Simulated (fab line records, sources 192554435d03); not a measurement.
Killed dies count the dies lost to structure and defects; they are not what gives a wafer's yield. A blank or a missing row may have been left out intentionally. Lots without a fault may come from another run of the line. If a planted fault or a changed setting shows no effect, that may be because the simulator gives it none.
Split-lot experiment / flow n5Finfet / 21 wafers read across 7 lots, on a route 1938 steps long

## THE SPLIT ITSELF
At N5_HKMG_FIN_CVD_62 (deposits a-Si from Si2H6, target thk 3 nm, time 20.8 s), the setting tempC was moved away from the recipe's 500 C on 3 of the 21 wafers read, by -3.6% to +3.6%. The other wafers ran this setting at the recipe's value.

The reading comes from the split's own step.

## THE READING
a-Si_of_HKMG_FIN_CVD_62.thkNm (the simulator's own value, which no gauge read), in nm, at N5_HKMG_FIN_CVD_62 (deposits a-Si from Si2H6, target thk 3 nm, time 20.8 s). The file gives no usual value for it. Average 2.9 nm, standard deviation 0.13 nm, over the 18 wafers here run with the recipe.

wafer=L079.3; tool, chamber at the split=thermalCvdSi-02, 0,1,0; tempC as run, C=500; against the recipe=recipe; a-Si_of_HKMG_FIN_CVD_62.thkNm, nm=3; against lot-mates on the recipe=-
wafer=L079.4; tool, chamber at the split=thermalCvdSi-02, 0,1,0; tempC as run, C=500; against the recipe=recipe; a-Si_of_HKMG_FIN_CVD_62.thkNm, nm=3; against lot-mates on the recipe=-
wafer=L079.5; tool, chamber at the split=thermalCvdSi-02, 0,1,0; tempC as run, C=500; against the recipe=recipe; a-Si_of_HKMG_FIN_CVD_62.thkNm, nm=3; against lot-mates on the recipe=-
wafer=L087.2; tool, chamber at the split=thermalCvdSi-01, 2; tempC as run, C=500; against the recipe=recipe; a-Si_of_HKMG_FIN_CVD_62.thkNm, nm=2.8; against lot-mates on the recipe=-
wafer=L087.5; tool, chamber at the split=thermalCvdSi-01, 2; tempC as run, C=500; against the recipe=recipe; a-Si_of_HKMG_FIN_CVD_62.thkNm, nm=2.8; against lot-mates on the recipe=-
wafer=L087.4; tool, chamber at the split=thermalCvdSi-01, 0; tempC as run, C=500; against the recipe=recipe; a-Si_of_HKMG_FIN_CVD_62.thkNm, nm=3; against lot-mates on the recipe=-
wafer=L089.2; tool, chamber at the split=thermalCvdSi-01, 2; tempC as run, C=500; against the recipe=recipe; a-Si_of_HKMG_FIN_CVD_62.thkNm, nm=3; against lot-mates on the recipe=-
wafer=L089.5; tool, chamber at the split=thermalCvdSi-01, 2,0; tempC as run, C=500; against the recipe=recipe; a-Si_of_HKMG_FIN_CVD_62.thkNm, nm=3.2; against lot-mates on the recipe=-
wafer=L089.6; tool, chamber at the split=thermalCvdSi-01, 2,0; tempC as run, C=500; against the recipe=recipe; a-Si_of_HKMG_FIN_CVD_62.thkNm, nm=3.2; against lot-mates on the recipe=-
wafer=L091.1; tool, chamber at the split=thermalCvdSi-01, 0; tempC as run, C=482.2; against the recipe=-3.6%; a-Si_of_HKMG_FIN_CVD_62.thkNm, nm=2; against lot-mates on the recipe=-1.0
wafer=L091.4; tool, chamber at the split=thermalCvdSi-01, 1; tempC as run, C=482.2; against the recipe=-3.6%; a-Si_of_HKMG_FIN_CVD_62.thkNm, nm=1.8; against lot-mates on the recipe=-1.2
wafer=L091.6; tool, chamber at the split=thermalCvdSi-01, 2; tempC as run, C=500; against the recipe=recipe; a-Si_of_HKMG_FIN_CVD_62.thkNm, nm=3; against lot-mates on the recipe=-
wafer=L093.2; tool, chamber at the split=thermalCvdSi-01, 2; tempC as run, C=500; against the recipe=recipe; a-Si_of_HKMG_FIN_CVD_62.thkNm, nm=2.8; against lot-mates on the recipe=-
wafer=L093.5; tool, chamber at the split=thermalCvdSi-01, 2; tempC as run, C=500; against the recipe=recipe; a-Si_of_HKMG_FIN_CVD_62.thkNm, nm=2.8; against lot-mates on the recipe=-
wafer=L093.6; tool, chamber at the split=thermalCvdSi-01, 0; tempC as run, C=500; against the recipe=recipe; a-Si_of_HKMG_FIN_CVD_62.thkNm, nm=3; against lot-mates on the recipe=-
wafer=L094.3; tool, chamber at the split=thermalCvdSi-02, 2,0,2; tempC as run, C=500; against the recipe=recipe; a-Si_of_HKMG_FIN_CVD_62.thkNm, nm=2.8; against lot-mates on the recipe=-
wafer=L094.4; tool, chamber at the split=thermalCvdSi-02, 2,0,2; tempC as run, C=500; against the recipe=recipe; a-Si_of_HKMG_FIN_CVD_62.thkNm, nm=2.8; against lot-mates on the recipe=-
wafer=L094.5; tool, chamber at the split=thermalCvdSi-02, 2,0,2; tempC as run, C=500; against the recipe=recipe; a-Si_of_HKMG_FIN_CVD_62.thkNm, nm=2.8; against lot-mates on the recipe=-
wafer=L097.1; tool, chamber at the split=thermalCvdSi-01, 0; tempC as run, C=500; against the recipe=recipe; a-Si_of_HKMG_FIN_CVD_62.thkNm, nm=3; against lot-mates on the recipe=-
wafer=L097.3; tool, chamber at the split=thermalCvdSi-01, 2; tempC as run, C=500; against the recipe=recipe; a-Si_of_HKMG_FIN_CVD_62.thkNm, nm=2.8; against lot-mates on the recipe=-
wafer=L097.5; tool, chamber at the split=thermalCvdSi-01, 1; tempC as run, C=518.2; against the recipe=+3.6%; a-Si_of_HKMG_FIN_CVD_62.thkNm, nm=5; against lot-mates on the recipe=+2.1
The file does not say which wafer passed through which chamber wherever a row lists several chambers: such a row stands for several wafers.

THE FIT
A straight line over all 21 wafers: a-Si_of_HKMG_FIN_CVD_62.thkNm changes by +0.391 nm for each +1% of tempC; r = +0.93; the points scatter about the line by 0.22 nm.
The same after taking each lot's own level away (the mean of its wafers on the recipe; 21 wafers): +0.407 nm for each +1%; r = +0.95; scatter 0.19 nm.
Per that fit: largest tempC move, reading shift of 1.5 nm.
Across the lots, their own levels run from 2.80 to 3.13 nm, a range of 2.5 times the standard deviation given above.
Hence the lot-to-lot level has little effect on the slope; both slopes agree.
Check: with one of the wafers moved furthest among these (+3.6%) left out of the fit, the line predicts +1.12 nm for it against its lot-mates. It came out at +2.1 nm against them.

## OTHER SPLITS ON THESE WAFERS
Before the reading, these wafers also passed through other splits. Each is held against what the fit with the lots' levels taken away leaves over:
other split on the same wafers=N5_SD_EPI_N_PRECLEAN_49 timeS; wafers away from the commonest value=6; r with a-Si_of_HKMG_FIN_CVD_62.thkNm (lot level and that fit taken away)=-0.16
other split on the same wafers=N5_ILD0_ALD_15 aldCycles; wafers away from the commonest value=6; r with a-Si_of_HKMG_FIN_CVD_62.thkNm (lot level and that fit taken away)=+0.09
other split on the same wafers=N5_SDB_HM_DEP_00 timeS; wafers away from the commonest value=5; r with a-Si_of_HKMG_FIN_CVD_62.thkNm (lot level and that fit taken away)=+0.13
other split on the same wafers=N5_HKMG_FIN_ETCH_55 timeS; wafers away from the commonest value=8; r with a-Si_of_HKMG_FIN_CVD_62.thkNm (lot level and that fit taken away)=+0.06

## FILE'S OWN FIT
a-Si_of_HKMG_FIN_CVD_62.thkNm changes by +0.446 nm for each +1% of tempC, r = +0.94.
